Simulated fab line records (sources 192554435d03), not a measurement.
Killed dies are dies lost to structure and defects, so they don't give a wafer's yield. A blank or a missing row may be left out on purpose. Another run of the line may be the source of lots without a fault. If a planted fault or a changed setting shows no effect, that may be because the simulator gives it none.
fab line records	flow n5-finfet
record lots=9	wafers=27	last-day=18
route steps=1938 shown SD_EPI_P@303 BEOL_M4@1111 PASSIVATION@1936
lots with no fault: from the same line, run without faults
start-h: hours from the record's opening day to when the first of the lot's shown wafers began	wait-h: hours from the lot's prior step to this one	" repeats the value in the row above	L1.1+2: one row covering several wafers at once	- no value, or no start was given	* or withheld: withheld	< > ~ a bound
route shown NAME@n: names a module that has steps shown in the file, with the first one's number in the route	usual: mean and standard deviation over wafers with no fault	same: alike in all rows	chamber/n: place in a boat	sites: per-site readings	_std_site: how widely they spread, as a standard deviation	_edge_site: the outer-site mean with the inner-site mean subtracted	radius-mm: for every site, how far away it sits from the centre of the wafer	mask NAME#n: copy n	behind: the last tool/chamber to shape the wafer	hold: why the lot was held/for how many hours/how that ended	device: transistor that didn't switch, given as n, p or np	end of line: tests of these same wafers at the route's end	a step with no rows: only its recipe	killed: count of dies lost to structure and defects at first sort (not the wafer's yield)	map: shows each die of a wafer: x if killed, . if not, _ if none is there
set.NAME: the run value of the setting; set.NAME@STEP: its run value at that earlier step	model.NAME: the simulator's own value behind a step, which no gauge read
steps of the route over a sample of lots; a table a step, a row a wafer
services: a tool's chamber out of use, with start hour (start-h, from the record's first day; less than 0 if before it), hours out, and reason
## steps
# step N5_SD_EPI_P_CD_MEAS_09
# recipe target-cd-nm=240	landing-energy-ev=500	detector=se-inlens
# usual cd-nm=240.0/0.62
lot.wafer	tool	chamber	start-h	wait-h	cd-nm
L378.4	cd-sem-02	0	56.21	-	240.9
L378.5	"	0	"	"	239.7
L378.6	"	0	"	"	239.2
L379.2	cd-sem-03	0	63.06	-	239.9
L379.4	"	0	"	"	241.0
L379.6	"	0	"	"	240.1
L383.3	cd-sem-02	0	91.61	-	240.4
L383.4	"	0	"	"	240.5
L383.5	"	0	"	"	240.1
L387.1	cd-sem-02	0	109.58	-	239.9
L387.3	"	0	"	"	239.8
L387.4	"	0	"	"	239.5
L388.2	cd-sem-03	0	113.48	-	240.2
L388.4	"	0	"	"	239.6
L388.6	"	0	"	"	239.7
L392.2	cd-sem-01	0	139.63	-	239.0
L392.4	"	0	"	"	239.8
L392.5	"	0	"	"	239.5
L395.1	cd-sem-02	0	161.84	-	239.3
L395.2	"	0	"	"	240.1
L395.3	"	0	"	"	240.2
L398.1	cd-sem-02	0	179.11	-	240.1
L398.5	"	0	"	"	239.9
L398.6	"	0	"	"	239.1
L399.2	cd-sem-02	0	188.39	-	240.1
L399.3	"	0	"	"	239.3
L399.4	"	0	"	"	239.5
# step N5_SD_EPI_P_ETCH_16
# recipe chemistry=CHF3/O2	target=SiO2	target-depth-a=50	mask-material=SOC	pressure-mtorr=30	source-w=650	bias-w=170	Ar_flow_sccm=200	CHF3_flow_sccm=50	O2_flow_sccm=5	ion-energy-ev=200
# usual O2_flow_sccm=5.001/0.015	drypump-motor-current-A=5.7/0.33	oes_o_777_au=0.76/0.085	oes-product-au=0.75/0.083	rf-fwd-power-W=643.7/2.8	rf-vpp-V=523/11	showerhead-plenum-p-Torr=2.43/0.07	throttle-valve-pct=18.91/0.28
lot.wafer	tool	chamber	start-h	wait-h	O2_flow_sccm	drypump-motor-current-A	oes_o_777_au	oes-product-au	rf-fwd-power-W	rf-hours-counter-h	rf-vpp-V	showerhead-plenum-p-Torr	throttle-valve-pct
L378.4	rie-diel-05	3	56.91	0.1	4.987	5.6	0.71	0.70	644.7	175	519	2.42	19.03
L378.5	"	1	"	"	5.012	5.2	0.82	0.79	645.4	-	515	2.43	18.57
L378.6	"	0	"	"	5.015	5.4	0.69	0.67	641.9	-	509	2.30	19.25
L379.2	rie-diel-01	2	63.81	0.1	5.037	5.4	0.72	0.71	645.0	208	534	2.40	19.37
L379.4	"	0	"	"	5.003	5.3	0.88	0.87	645.7	32	508	2.46	18.83
L379.6	"	2	"	"	4.990	5.4	0.72	0.71	644.3	-	533	2.40	19.38
L383.3	rie-diel-04	1	92.51	0.1	5.005	6.3	0.72	0.72	643.5	199	541	2.48	19.04
L383.4	"	3	"	"	5.012	5.9	0.71	0.71	639.3	224	526	2.48	19.09
L383.5	"	1	"	"	4.995	6.3	0.72	0.71	644.8	-	543	2.48	19.05
L387.1	rie-diel-05	0	110.29	0.1	5.015	5.4	0.99	0.97	641.6	1	520	2.59	18.84
L387.3	"	3	"	"	4.986	5.6	0.69	0.68	647.5	194	519	2.42	19.06
L387.4	"	2	"	"	5.014	5.8	0.72	0.73	641.9	194	513	2.41	18.96
L388.2	rie-diel-05	2	114.18	0.1	4.990	5.9	0.72	0.73	642.4	195	514	2.40	18.95
L388.4	"	3	"	"	4.980	5.6	0.69	0.69	645.1	196	521	2.41	19.06
L388.6	"	0	"	"	5.015	5.4	0.99	0.99	642.0	-	519	2.59	18.84
L392.2	rie-diel-05	1	140.34	0.1	4.984	5.2	0.80	0.76	645.8	136	516	2.42	18.62
L392.4	"	0	"	"	5.008	5.4	0.95	0.93	640.6	12	520	2.58	18.88
L392.5	"	2	"	"	5.001	5.9	0.72	0.72	644.9	-	512	2.40	18.97
L395.1	rie-diel-04	1	162.56	0.1	5.000	6.3	0.70	0.71	646.7	219	540	2.47	19.08
L395.2	"	3	"	"	5.019	5.9	0.68	0.70	646.3	244	525	2.48	19.12
L395.3	"	0	"	"	4.991	5.7	0.70	0.71	639.7	240	507	2.49	19.10
L398.1	rie-diel-04	1	179.82	0.1	4.991	6.3	0.70	0.70	644.8	223	541	2.47	19.07
L398.5	"	3	"	"	4.997	5.9	0.68	0.68	645.5	-	527	2.47	19.13
L398.6	"	0	"	"	5.009	5.7	0.69	0.69	638.6	-	508	2.49	19.10
L399.2	rie-diel-05	0	189.39	0.1	4.996	5.4	0.92	0.90	640.4	24	518	2.58	18.88
L399.3	"	1	"	"	5.007	5.2	0.78	0.74	646.5	145	515	2.41	18.65
L399.4	"	2	"	"	5.037	5.8	0.71	0.71	642.6	215	514	2.40	18.98
# step N5_SD_EPI_P_STRIP_40
# recipe chemistry=N2/H2	power-w=1000	temp-c=250	h2-frac=0.65	overash-fraction=0.3	pressure-mtorr=withheld	n2-flow-sccm=1750	h2-flow-sccm=3250
# usual drypump-motor-current-A=5.6/0.35	heater-power-w=312/13	n2-flow-sccm=1751/4.6	oes-product-au=0.762/0.011
lot.wafer	tool	chamber	start-h	wait-h	drypump-motor-current-A	heater-power-w	n2-flow-sccm	oes-product-au	rf-hours-counter-h
L378.4	plasma-asher-01	0	57.15	0.0	6.0	313	1761	0.758	-
L378.5	"	1	"	"	5.4	291	1755	0.760	-
L378.6	"	0	"	"	6.0	320	1756	0.774	-
L379.2	plasma-asher-01	0	64.03	0.0	6.1	323	1749	0.767	34
L379.4	"	0	"	"	6.0	316	1742	0.771	-
L379.6	"	1	"	"	5.4	295	1752	0.741	-
L383.3	plasma-asher-02	0	92.75	0.0	5.8	323	1759	0.789	-
L383.4	"	1	"	"	5.1	312	1757	0.775	-
L383.5	"	1	"	"	5.1	327	1748	0.764	-
L387.1	plasma-asher-01	0	110.51	0.0	6.1	323	1748	0.748	45
L387.3	"	0	"	"	6.1	318	1747	0.782	-
L387.4	"	1	"	"	5.4	292	1753	0.746	-
L388.2	plasma-asher-01	1	114.40	0.0	5.4	291	1754	0.778	46
L388.4	"	1	"	"	5.4	293	1752	0.776	-
L388.6	"	1	"	"	5.4	297	1753	0.773	-
L392.2	plasma-asher-02	1	140.55	0.0	5.1	319	1749	0.765	103
L392.4	"	0	"	"	5.8	322	1754	0.765	-
L392.5	"	1	"	"	5.2	321	1754	0.758	-
L395.1	plasma-asher-01	1	162.79	0.0	5.4	292	1761	0.761	53
L395.2	"	0	"	"	6.1	316	1753	0.755	53
L395.3	"	0	"	"	6.1	316	1752	0.752	-
L398.1	plasma-asher-01	0	180.03	0.0	6.0	324	1751	0.758	55
L398.5	"	0	"	"	6.0	324	1757	0.771	-
L398.6	"	1	"	"	5.4	299	1756	0.756	-
L399.2	plasma-asher-01	1	189.61	0.0	5.4	291	1746	0.749	57
L399.3	"	0	"	"	6.0	325	1750	0.760	-
L399.4	"	1	"	"	5.4	290	1749	0.756	-
# step N5_SD_EPI_P_PRECLEAN_24
# recipe chemistry=O3/DIW	time-s=45	temp-c=22	o3-ppm=10
# usual bath-heat-duty-pct=2.4/0.45	o3-ppm=10.00/0.089
lot.wafer	tool	chamber	start-h	wait-h	bath-heat-duty-pct	o3-ppm
L378.4	wet-bench-06	6	59.95	0.0	2.8	10.01
L378.5	"	4	"	"	1.9	9.90
L378.6	"	0	"	"	2.6	10.10
L379.2	wet-bench-01	1	66.85	0.0	1.7	10.13
L379.4	"	4	"	"	2.6	10.03
L379.6	"	2	"	"	2.6	10.17
L383.3	wet-bench-01	5	96.38	0.0	2.1	10.05
L383.4	"	7	"	"	2.2	9.85
L383.5	"	2	"	"	2.2	10.05
L387.1	wet-bench-01	2	113.33	0.0	2.3	10.01
L387.3	"	4	"	"	2.3	10.04
L387.4	"	3	"	"	2.3	10.07
L388.2	wet-bench-01	6	118.08	0.0	1.6	9.92
L388.4	"	4	"	"	2.4	9.90
L388.6	"	7	"	"	2.3	10.00
L392.2	wet-bench-06	2	145.34	0.0	2.4	10.09
L392.4	"	0	"	"	2.0	10.18
L392.5	"	6	"	"	2.6	10.04
L395.1	wet-bench-06	6	166.44	0.0	2.7	10.02
L395.2	"	3	"	"	2.7	9.85
L395.3	"	0	"	"	2.2	9.96
L398.1	wet-bench-06	4	182.87	0.0	2.0	9.94
L398.5	"	6	"	"	2.6	9.95
L398.6	"	7	"	"	1.4	10.11
L399.2	wet-bench-01	6	192.43	0.0	2.1	10.10
L399.3	"	7	"	"	3.1	9.96
L399.4	"	1	"	"	1.5	10.24
# step N5_SD_EPI_P_INSPECT_26
# recipe inspect-instrument=darkfield	mode=post-epi
# usual raw-defect-count=163/32
lot.wafer	tool	chamber	start-h	wait-h	raw-defect-count
L378.4	defect-inspect-01	-	60.02	0.0	147
L378.5	"	-	"	"	140
L378.6	"	-	"	"	142
L379.2	defect-inspect-02	-	66.92	0.0	199
L379.4	"	-	"	"	191
L379.6	"	-	"	"	172
L383.3	defect-inspect-01	-	96.45	0.0	109
L383.4	"	-	"	"	149
L383.5	"	-	"	"	148
L387.1	defect-inspect-02	-	113.39	0.0	994
L387.3	"	-	"	"	1044
L387.4	"	-	"	"	938
L388.2	defect-inspect-02	-	118.15	0.0	1019
L388.4	"	-	"	"	1023
L388.6	"	-	"	"	1046
L392.2	defect-inspect-02	-	145.41	0.0	135
L392.4	"	-	"	"	195
L392.5	"	-	"	"	155
L395.1	defect-inspect-02	-	166.51	0.0	123
L395.2	"	-	"	"	119
L395.3	"	-	"	"	99
L398.1	defect-inspect-01	-	182.94	0.0	162
L398.5	"	-	"	"	175
L398.6	"	-	"	"	142
L399.2	defect-inspect-01	-	192.49	0.0	196
L399.3	"	-	"	"	188
L399.4	"	-	"	"	219
# step N5_BEOL_M4_RC_MEAS_101
# usual DIBL_N=36.0/1.9	DIBL_P=36.0/2.1	IOFF_N=0.155/0.029	IOFF_P=0.20/0.032	ION_N=672/11	ION_P=461/6.9	SS_N=71.5/0.58	SS_P=73.2/0.64	VT_N=250.4/2.9	VT_P=-251.0/2.8
lot.wafer	tool	chamber	start-h	wait-h	DIBL_N[mV/V]	DIBL_P[mV/V]	IOFF_N[nA/um]	IOFF_P[nA/um]	ION_N[uA/um]	ION_P[uA/um]	SS_N[mV/dec]	SS_P[mV/dec]	VT_N[mV]	VT_P[mV]
L378.4	prober-02	0	180.36	0.5	34.5	33.8	0.124	0.16	676	455	70.4	72.2	254.2	-256.0
L378.5	"	0	"	"	35.0	35.0	0.131	0.17	659	446	71.1	72.5	253.3	-252.8
L378.6	"	0	"	"	35.1	34.7	0.136	0.16	661	451	70.7	72.9	251.9	-257.8
L379.2	prober-02	0	185.41	0.2	36.5	35.3	0.129	0.19	654	452	71.4	73.9	254.5	-251.4
L379.4	"	0	"	"	34.5	33.6	0.114	0.18	672	470	71.0	72.9	254.6	-251.4
L379.6	"	0	"	"	34.4	33.3	0.112	0.17	666	462	70.8	72.3	254.9	-253.8
L383.3	prober-02	0	214.62	0.3	40.6	39.6	0.218	0.27	676	465	72.8	74.5	248.8	-248.0
L383.4	"	0	"	"	39.2	39.2	0.194	0.25	686	466	72.2	74.2	246.9	-246.9
L383.5	"	0	"	"	41.7	41.4	0.236	0.30	678	467	72.6	74.4	246.5	-246.9
L387.1	prober-01	0	240.97	0.0	36.0	37.2	0.153	0.21	688	469	70.9	74.1	249.2	-248.9
L387.3	"	0	"	"	35.7	36.8	0.155	0.22	672	467	71.1	73.8	250.3	-250.4
L387.4	"	0	"	"	34.6	35.8	0.135	0.20	665	466	71.5	73.6	251.7	-249.1
L388.2	prober-02	0	244.82	0.2	35.4	35.7	0.168	0.22	680	467	71.2	73.4	249.3	-249.5
L388.4	"	0	"	"	34.5	34.6	0.149	0.21	678	467	71.3	72.5	247.9	-250.5
L388.6	"	0	"	"	34.1	34.0	0.137	0.19	672	458	71.2	72.7	250.8	-249.1
L392.2	prober-01	0	256.73	0.2	35.7	35.4	0.163	0.23	669	469	70.7	73.5	247.3	-248.7
L392.4	"	0	"	"	33.4	32.3	0.118	0.18	667	465	70.2	73.1	252.6	-250.8
L392.5	"	0	"	"	33.0	32.2	0.117	0.18	662	467	70.9	72.9	249.7	-249.4
L395.1	prober-01	0	285.18	0.0	35.9	37.6	0.158	0.19	682	463	71.7	73.3	251.3	-253.3
L395.2	"	0	"	"	37.4	38.4	0.185	0.20	674	457	71.9	74.1	250.6	-255.3
L395.3	"	0	"	"	35.4	37.0	0.133	0.17	658	456	71.7	73.5	255.4	-255.4
L398.1	prober-02	0	303.98	0.0	38.0	36.8	0.169	0.22	676	469	72.0	73.9	249.1	-247.3
L398.5	"	0	"	"	36.2	35.3	0.148	0.20	673	462	70.9	73.6	250.4	-249.4
L398.6	"	0	"	"	38.5	37.9	0.187	0.23	679	460	71.9	74.0	246.4	-247.4
L399.2	prober-02	0	312.04	0.2	33.6	33.1	0.130	0.18	675	467	71.5	72.1	250.5	-250.3
L399.3	"	0	"	"	32.7	32.2	0.124	0.17	673	464	70.7	72.4	255.6	-251.7
L399.4	"	0	"	"	34.6	33.9	0.132	0.19	656	457	70.9	72.7	253.0	-251.1
# step N5_PASSIVATION_PROBE_49
# usual defect-limited-yield=91.0/1.5	killed_at_M0_to_M3=33/9.4	killed_at_M4_up=14/4.8	killed-at-contacts=13/7.3	killed-at-front-end=43/13	killed-at-other=3.6/2.9	killed-dies=106/18	killed-open=69/13	killed-short=35/8.2	sort_bin_5_function=5.3/1	sort_bin_6_memory=3.3/0.68	sort-n-pass=1074/18	sort-yield-pct=91.0/1.5
# same gross-dies=1180	killed-at-back-side=0	sort_bin_4_leakage[%]=0	sort_bin_8_speed[%]=0
lot.wafer	tool	chamber	start-h	wait-h	defect-limited-yield[%]	killed_at_M0_to_M3	killed_at_M4_up	killed-at-contacts	killed-at-front-end	killed-at-other	killed-dies	killed-open	killed-short	sort_bin_5_function[%]	sort_bin_6_memory[%]	sort-n-pass	sort-yield-pct[%]
L387.1	prober-01	-	350.89	0.0	81.2	27	12	16	166	1	222	63	23	11.9	3.6	958	81.2
L387.3	prober-01	-	350.99	0.1	80.5	34	5	6	185	0	230	64	27	13.0	3.7	950	80.5
L387.4	prober-01	-	351.04	0.2	81.2	39	12	4	163	4	222	80	53	10.8	4.1	958	81.2
L388.2	prober-02	-	356.60	0.1	83.9	28	16	21	123	2	190	77	24	10.3	3.6	990	83.9
L388.4	prober-02	-	356.70	0.2	82.1	19	14	4	172	2	211	55	13	11.3	3.2	969	82.1
L388.6	prober-02	-	356.80	0.3	86.2	36	13	13	99	2	163	75	27	7.5	4.5	1017	86.2
L392.4	prober-02	-	360.89	0.2	90.4	45	10	15	41	2	113	66	47	5.8	3.6	1067	90.4
L392.5	prober-02	-	360.94	0.2	89.5	46	14	21	38	5	124	78	46	5.8	4.2	1056	89.5
# killed by level:class
L387.1 SD_EPI_P:unspecified=136 MOL_CONTACT_COAG:geometric-particle:open=12 STI_FIN_REVEAL:geometric-particle:open=8 FIN_SAQP:geometric-particle:open=7 BEOL_M2:geometric-particle:open=6 BEOL_M5:geometric-particle:open=6 MOL_CONTACT_COAG:geometric-particle:short=4 BEOL_M1:geometric-particle:open=4
L387.3 SD_EPI_P:unspecified=138 FIN_SAQP:geometric-particle:open=13 FIN_SAQP:geometric-particle:short=10 BEOL_M2:geometric-particle:open=10 BEOL_M0_SAQP:geometric-particle:open=7 BEOL_M0_SAQP:geometric-particle:short=7 MOL_CONTACT_COAG:geometric-particle:open=6 STI_FIN_REVEAL:geometric-particle:open=5
L387.4 SD_EPI_P:unspecified=85 FIN_SAQP:geometric-particle:open=29 FIN_SAQP:geometric-particle:short=19 BEOL_M2:geometric-particle:open=12 BEOL_M0_SAQP:geometric-particle:open=7 BEOL_M1:geometric-particle:open=6 BEOL_M4:geometric-particle:open=5 STARTING-WAFER:geometric-particle:open=5
L388.2 SD_EPI_P:unspecified=86 FIN_SAQP:geometric-particle:open=17 MOL_CONTACT_COAG:geometric-particle:open=17 BEOL_M0_SAQP:geometric-particle:open=7 BEOL_M2:geometric-particle:open=7 DUMMY_GATE:geometric-particle:open=5 BEOL_M0_SAQP:geometric-particle:short=5 BEOL_M4:geometric-particle:open=5
L388.4 SD_EPI_P:unspecified=142 FIN_SAQP:geometric-particle:open=7 BEOL_M3:geometric-particle:open=7 BEOL_M4:geometric-particle:open=6 STI_FIN_REVEAL:geometric-particle:open=5 BEOL_M2:geometric-particle:open=5 ILD0:geometric-particle:open=4 GATE_CUT:geometric-particle:short=3
L388.6 SD_EPI_P:unspecified=61 BEOL_M2:geometric-particle:open=12 MOL_CONTACT_COAG:geometric-particle:open=11 FIN_SAQP:geometric-particle:open=9 BEOL_M0_SAQP:geometric-particle:open=8 DUMMY_GATE:geometric-particle:open=7 ILD0:geometric-particle:open=5 BEOL_M0_SAQP:geometric-particle:short=5
L392.4 FIN_SAQP:geometric-particle:short=11 MOL_CONTACT_COAG:geometric-particle:open=11 BEOL_M0_SAQP:geometric-particle:short=11 BEOL_M2:geometric-particle:open=11 BEOL_M0_SAQP:geometric-particle:open=10 FIN_SAQP:geometric-particle:open=7 BEOL_M4:geometric-particle:open=7 ILD0:geometric-particle:open=4
L392.5 MOL_CONTACT_COAG:geometric-particle:open=19 BEOL_M0_SAQP:geometric-particle:short=17 BEOL_M0_SAQP:geometric-particle:open=12 FIN_SAQP:geometric-particle:short=11 FIN_SAQP:geometric-particle:open=8 BEOL_M2:geometric-particle:open=7 GATE_CUT:geometric-particle:open=5 GATE_CUT:geometric-particle:short=4
## services
tool	chamber	start-h	hours	kind
plasma-asher-01	-	45.00	6.5	repair
plasma-asher-02	-	51.27	15.0	repair
rie-diel-05	0	75.31	-	clean
rie-diel-05	0	75.31	-	consumable-replace:focus-ring
rie-diel-05	0	75.31	-	consumable-replace:showerhead
rie-diel-05	0	75.31	33.0	scheduled-down
rie-diel-05	0	75.31	33.0	vent-cycle
rie-diel-04	2	75.40	-	clean
rie-diel-04	2	75.40	-	consumable-replace:focus-ring
rie-diel-04	2	75.40	15.8	scheduled-down
rie-diel-04	2	75.40	15.8	vent-cycle
rie-diel-01	0	83.15	5.0	repair
rie-diel-01	0	97.10	6.9	repair
plasma-asher-02	-	109.26	2.8	pm
plasma-asher-01	-	115.45	10.4	repair
rie-diel-05	1	141.67	9.0	repair
plasma-asher-01	-	168.97	3.8	repair
wet-bench-01	-	174.15	1.6	repair
rie-diel-04	3	184.80	-	clean
rie-diel-04	3	184.80	-	consumable-replace:focus-ring
rie-diel-04	3	184.80	21.8	scheduled-down
rie-diel-04	3	184.80	21.8	vent-cycle
rie-diel-05	3	190.29	7.9	repair
## key
first-sign step=N5_SD_EPI_P_INSPECT_26	reading=raw-defect-count	direction=up	sigmas=27	usual=163	struck=1011
effect step=N5_PASSIVATION_PROBE_49	reading=killed-at-front-end	direction=up	sigmas=8.4	usual=43	struck=151
more-kills-born-at N5_SD_EPI_P_PRECLEAN_24@wet-bench-01=648
met-at N5_SD_EPI_P_PRECLEAN_24
struck-lots L387,L388
not-acting-at N5_SD_EPI_P_CD_MEAS_09,N5_SD_EPI_P_ETCH_16,N5_SD_EPI_P_STRIP_40
onset-between 96.38 113.33
fault kind=chamber-particle-source	tool=wet-bench-01	chamber=-	onset-h=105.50	steps=N5_SD_EPI_P_PRECLEAN_24	rate-per-visit-cm2=1.3088	end-h=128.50
